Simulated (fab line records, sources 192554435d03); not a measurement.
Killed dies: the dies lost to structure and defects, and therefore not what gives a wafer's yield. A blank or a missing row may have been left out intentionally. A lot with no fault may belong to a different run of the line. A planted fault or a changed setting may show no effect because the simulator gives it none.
fab line records    flow n5Finfet    part 2 of 2: steps 28 to 32 of 32
record: lots: 5  wafers: 15  lastDay: 17
route steps=1938 shown BEOL_M13@1702 BEOL_M14@1716
lots that met no fault: taken from a fault-free run of the same line
startH: start of the lot's first displayed wafer, in hours after the record's first day    waitH: hours since the lot's step before    " identical to the entry in the row above    L1.1+2: a single row standing in for several wafers    - no value, or no start given    * or withheld: withheld    < > ~ a bound
route shown NAME@n: a module of which the file shows steps, and the number in the route of the first    usual: the fault-free wafers' mean and standard deviation    same: alike in all rows    chamber/n: place in a boat    sites: each site's reading    _std_site: how widely they spread, as a standard deviation    _edge_site: inner sites' mean taken away from outer sites' mean    radiusMm: how far each site lies from the wafer's centre    mask NAME#n: copy n    behind: the last tool/chamber to shape the wafer    hold: why the lot was held/for how many hours/how that ended    device: transistor that didn't switch, given as n, p or np    end of line: the route-end tests of the same wafers    a step given without rows: its recipe and nothing more    killed: not the wafer's yield, but the dies lost to structure and defects at the first sort    map: the dies of a wafer, with x for killed, . for not killed, _ for no die there
set.NAME: the setting that was run; set.NAME@STEP: the one run at that earlier step    model.NAME: the simulator's own value behind a step, which no gauge read
lots at some steps of the route; a table a step, a row a wafer
services: when a tool's chamber went out of use (startH, in hours from the record's first day, below 0 if earlier), for how many hours, and the reason
== steps ==
step: N5_BEOL_M14_DESCUM_15
recipe: chemistry: O2  timeS: 7.9  sourcePowerW: 50  biasPowerW: 20  pressureMtorr: 20  rfFrequencyHz: 2.712e+07  tempC: 40  o2FlowSccm: 225
usual: drypumpMotorCurrentA: 5.6/0.5  o2FlowSccm: 225.0/0.68  oesProductAu: 0.82/0.074  rfVppV: 242.7/1.2  showerheadPlenumPTorr: 2.08/0.051  throttleValvePct: 20.49/0.14
lot.wafer  tool        chamber  startH  waitH  drypumpMotorCurrentA  o2FlowSccm  oesProductAu  rfHoursCounterH  rfVppV  showerheadPlenumPTorr  throttleValvePct
L076.1     rieDiel-05  3        255.93  0.0    6.1                   225.8       0.68          229              243.6   2.08                   20.74
L076.2     "           2        "       "      4.8                   224.6       0.73          189              240.0   2.01                   20.70
L076.5     "           0        "       "      5.9                   225.5       0.83          -                240.9   2.01                   20.41
L083.2     rieDiel-06  1        303.64  0.0    5.9                   225.0       0.93          16               243.2   2.05                   20.48
L083.5     "           2        "       "      4.7                   224.3       0.87          -                243.2   2.06                   20.59
L083.6     "           0        "       "      5.2                   225.2       0.82          -                244.3   2.11                   20.13
L084.3     rieDiel-05  3        306.10  0.0    6.1                   226.4       0.67          245              243.2   2.07                   20.75
L084.5     "           2        "       "      4.8                   224.0       0.71          -                240.7   2.01                   20.73
L084.6     "           3        "       "      6.1                   224.6       0.67          -                242.7   2.07                   20.76
L092.1     rieDiel-03  0        349.99  0.0    6.3                   225.8       0.87          65               242.7   2.03                   20.49
L092.3     "           2        "       "      5.8                   225.8       0.80          107              243.3   2.13                   20.50
L092.6     "           0        "       "      6.3                   225.7       0.87          -                240.7   2.03                   20.48
L096.2     rieDiel-06  2        381.09  0.0    4.7                   225.6       0.83          66               242.1   2.05                   20.63
L096.3     "           3        "       "      4.8                   225.5       0.92          20               243.8   2.16                   20.46
L096.5     "           3        "       "      4.8                   225.0       0.92          -                244.1   2.16                   20.47
step: N5_BEOL_M14_ETCH_59
recipe: chemistry: N2/H2  target: BARC  targetDepthA: 890  overetchA: 267  timeS: 67.9  ionEnergyEv: 200  pressureMtorr: 30  sourceW: 840  biasW: 150  n2FlowSccm: 200  h2FlowSccm: 200
usual: drypumpMotorCurrentA: 5.6/0.5  oesProductAu: 0.71/0.06  rfVppV: 523.1/1.8  showerheadPlenumPTorr: 2.51/0.071  throttleValvePct: 17.91/0.17
lot.wafer  tool        chamber  startH  waitH  drypumpMotorCurrentA  oesProductAu  rfHoursCounterH  rfVppV  showerheadPlenumPTorr  throttleValvePct
L076.1     rieDiel-05  3        255.97  0.0    6.1                   0.59          229              523.0   2.52                   18.24
L076.2     "           2        "       "      4.9                   0.61          189              520.4   2.40                   17.98
L076.5     "           0        "       "      5.9                   0.71          -                521.1   2.45                   17.77
L083.2     rieDiel-06  1        303.68  0.0    5.9                   0.80          16               522.2   2.46                   17.72
L083.5     "           2        "       "      4.7                   0.74          -                521.9   2.47                   17.75
L083.6     "           0        "       "      5.3                   0.71          -                525.8   2.58                   17.75
L084.3     rieDiel-05  3        306.13  0.0    6.1                   0.59          245              523.0   2.51                   18.29
L084.5     "           2        "       "      4.8                   0.60          -                519.1   2.40                   18.02
L084.6     "           3        "       "      6.1                   0.58          -                522.2   2.51                   18.28
L092.1     rieDiel-03  0        350.03  0.0    6.3                   0.73          65               520.9   2.48                   18.03
L092.3     "           2        "       "      5.8                   0.69          107              524.1   2.58                   18.07
L092.6     "           0        "       "      6.3                   0.73          -                521.7   2.48                   18.00
L096.2     rieDiel-06  2        381.13  0.0    4.7                   0.71          66               522.6   2.46                   17.81
L096.3     "           3        "       "      4.8                   0.78          20               525.7   2.60                   17.69
L096.5     "           3        "       "      4.8                   0.77          -                524.0   2.60                   17.70
step: N5_BEOL_M14_VIA_ETCH_16
recipe: chemistry: C4F8/O2/Ar  target: SiO2  heInnerTorr: 15  heOuterTorr: 30  targetDepthA: 12313  timeS: withheld  ionEnergyEv: 800  pressureMtorr: 20  sourceW: 1905  biasW: 2040  Ar_flow_sccm: 400  C4F8_flow_sccm: 16  O2_flow_sccm: 12  ends: cleared
usual: drypumpMotorCurrentA: 5.6/0.5  oes_f_703_au: 0.81/0.061  oesProductAu: 0.74/0.064  rfVppV: 2218/48  showerheadPlenumPTorr: 3.40/0.076  throttleValvePct: 30.93/0.21
lot.wafer  tool        chamber  startH  waitH  drypumpMotorCurrentA  oes_f_703_au  oesProductAu  rfVppV  showerheadPlenumPTorr  throttleValvePct
L076.1     rieDiel-05  3        256.02  0.0    6.1                   0.67          0.61          2206    3.39                   30.96
L076.2     "           2        "       "      4.8                   0.74          0.66          2125    3.28                   30.96
L076.5     "           0        "       "      5.9                   0.82          0.76          2199    3.36                   31.08
L083.2     rieDiel-06  1        303.73  0.0    5.9                   0.89          0.83          2202    3.39                   31.20
L083.5     "           2        "       "      4.7                   0.88          0.78          2169    3.34                   30.84
L083.6     "           0        "       "      5.3                   0.84          0.75          2160    3.51                   30.91
L084.3     rieDiel-05  3        306.19  0.0    6.1                   0.66          0.59          2207    3.38                   30.97
L084.5     "           2        "       "      4.8                   0.73          0.64          2124    3.28                   30.98
L084.6     "           3        "       "      6.1                   0.66          0.59          2204    3.38                   30.95
L092.1     rieDiel-03  0        350.08  0.0    6.3                   0.79          0.77          2260    3.39                   31.32
L092.3     "           2        "       "      5.8                   0.82          0.73          2268    3.46                   30.97
L092.6     "           0        "       "      6.3                   0.79          0.76          2259    3.39                   31.32
L096.2     rieDiel-06  2        381.18  0.0    4.7                   0.84          0.75          2170    3.33                   30.87
L096.3     "           3        "       "      4.8                   0.88          0.83          2196    3.55                   31.13
L096.5     "           3        "       "      4.8                   0.88          0.82          2195    3.55                   31.14
step: N5_BEOL_M14_STRIP_63
recipe: chemistry: O2  powerW: 600  tempC: 60  pressureMtorr: 30  rfFrequencyHz: 6e+07  biasPowerW: 0  overashFraction: 0.3  o2FlowSccm: 225
usual: drypumpMotorCurrentA: 5.6/0.5  o2FlowSccm: 224.9/0.59  oesProductAu: 0.82/0.072  rfVppV: 3.8/0.89  showerheadPlenumPTorr: 2.08/0.051  throttleValvePct: 16.70/0.16
lot.wafer  tool        chamber  startH  waitH  drypumpMotorCurrentA  o2FlowSccm  oesProductAu  rfHoursCounterH  rfVppV  showerheadPlenumPTorr  throttleValvePct
L076.1     rieDiel-05  3        -       -      6.1                   225.5       0.69          229              3.2     2.08                   16.98
L076.2     "           2        "       "      4.8                   224.0       0.73          189              3.7     2.02                   16.97
L076.5     "           0        "       "      5.9                   224.9       0.84          -                6.1     2.02                   16.67
L083.2     rieDiel-06  1        -       -      5.9                   225.1       0.93          16               3.9     2.05                   16.65
L083.5     "           2        "       "      4.7                   225.0       0.86          -                3.1     2.07                   16.75
L083.6     "           0        "       "      5.2                   226.0       0.82          -                2.8     2.11                   16.33
L084.3     rieDiel-05  3        -       -      6.1                   224.8       0.67          245              4.5     2.08                   17.08
L084.5     "           2        "       "      4.9                   224.6       0.70          -                4.0     2.01                   16.98
L084.6     "           3        "       "      6.1                   225.2       0.67          -                3.8     2.08                   17.04
L092.1     rieDiel-03  0        -       -      6.2                   224.9       0.87          65               3.5     2.03                   16.72
L092.3     "           2        "       "      5.8                   225.3       0.81          107              3.0     2.13                   16.64
L092.6     "           0        "       "      6.2                   225.6       0.87          -                3.6     2.03                   16.70
L096.2     rieDiel-06  2        -       -      4.7                   224.4       0.84          66               4.3     2.06                   16.80
L096.3     "           3        "       "      4.8                   225.4       0.93          20               3.6     2.16                   16.66
L096.5     "           3        "       "      4.8                   225.8       0.91          -                3.9     2.16                   16.66
step: N5_BEOL_M14_STRIP_64
recipe: chemistry: O2  powerW: 600  tempC: 60  pressureMtorr: 30  rfFrequencyHz: 6e+07  biasPowerW: 0  overashFraction: 0.3  o2FlowSccm: 225
usual: drypumpMotorCurrentA: 5.6/0.5  o2FlowSccm: 225.0/0.69  oesProductAu: 0.82/0.075  rfVppV: 3.7/0.51  showerheadPlenumPTorr: 2.08/0.051  throttleValvePct: 16.70/0.16
lot.wafer  tool        chamber  startH  waitH  drypumpMotorCurrentA  o2FlowSccm  oesProductAu  rfHoursCounterH  rfVppV  showerheadPlenumPTorr  throttleValvePct
L076.1     rieDiel-05  3        -       -      6.1                   225.7       0.68          229              3.5     2.08                   17.02
L076.2     "           2        "       "      4.8                   225.2       0.72          189              4.2     2.02                   16.94
L076.5     "           0        "       "      5.9                   225.7       0.83          -                4.1     2.02                   16.66
L083.2     rieDiel-06  1        -       -      5.9                   223.8       0.92          16               4.3     2.05                   16.65
L083.5     "           2        "       "      4.7                   224.3       0.87          -                4.0     2.07                   16.73
L083.6     "           0        "       "      5.2                   226.0       0.81          -                5.0     2.11                   16.36
L084.3     rieDiel-05  3        -       -      6.1                   224.2       0.66          245              4.1     2.08                   17.05
L084.5     "           2        "       "      4.8                   225.9       0.71          -                3.4     2.01                   16.98
L084.6     "           3        "       "      6.1                   225.2       0.67          -                3.1     2.08                   17.03
L092.1     rieDiel-03  0        -       -      6.2                   225.2       0.87          65               2.9     2.03                   16.70
L092.3     "           2        "       "      5.8                   225.5       0.81          107              2.8     2.13                   16.63
L092.6     "           0        "       "      6.2                   226.2       0.88          -                3.1     2.03                   16.70
L096.2     rieDiel-06  2        -       -      4.7                   225.4       0.85          67               4.3     2.06                   16.78
L096.3     "           3        "       "      4.8                   224.6       0.92          20               3.7     2.16                   16.65
L096.5     "           3        "       "      4.8                   224.8       0.92          -                3.8     2.16                   16.66
== services ==
tool           chamber  startH  hours  kind
cmp-02         -        235.04  8.3    pm
krfScanner-02  -        239.67  4.0    pm
cmp-02         -        253.42  4.0    pm
cmp-04         -        256.08  18.7   pm
cmp-01         -        258.31  4.0    pm
pecvd-02       2        262.76  15.1   repair
cmp-02         -        263.62  0.2    repair
krfScanner-01  -        266.22  1.3    pm
pecvd-02       -        268.90  14.6   pm
krfScanner-02  -        270.14  0.8    pm
cmp-02         -        273.23  0.6    repair
cmp-02         -        285.49  0.8    repair
pecvd-04       1        292.16  6.6    repair
pecvd-03       -        300.66  0.8    pm
pvdSputter-02  -        303.66  4.3    repair
pecvd-04       -        320.93  1.3    repair
krfScanner-01  -        324.94  4.0    pm
krfScanner-01  -        329.20  1.0    pm
krfScanner-02  -        330.20  1.0    pm
pvdSputter-03  -        332.51  3.0    repair
pvdSputter-02  -        342.91  6.3    repair
krfScanner-02  -        361.61  3.6    pm
cmp-02         -        368.13  2.6    repair
krfScanner-02  -        371.98  0.1    repair
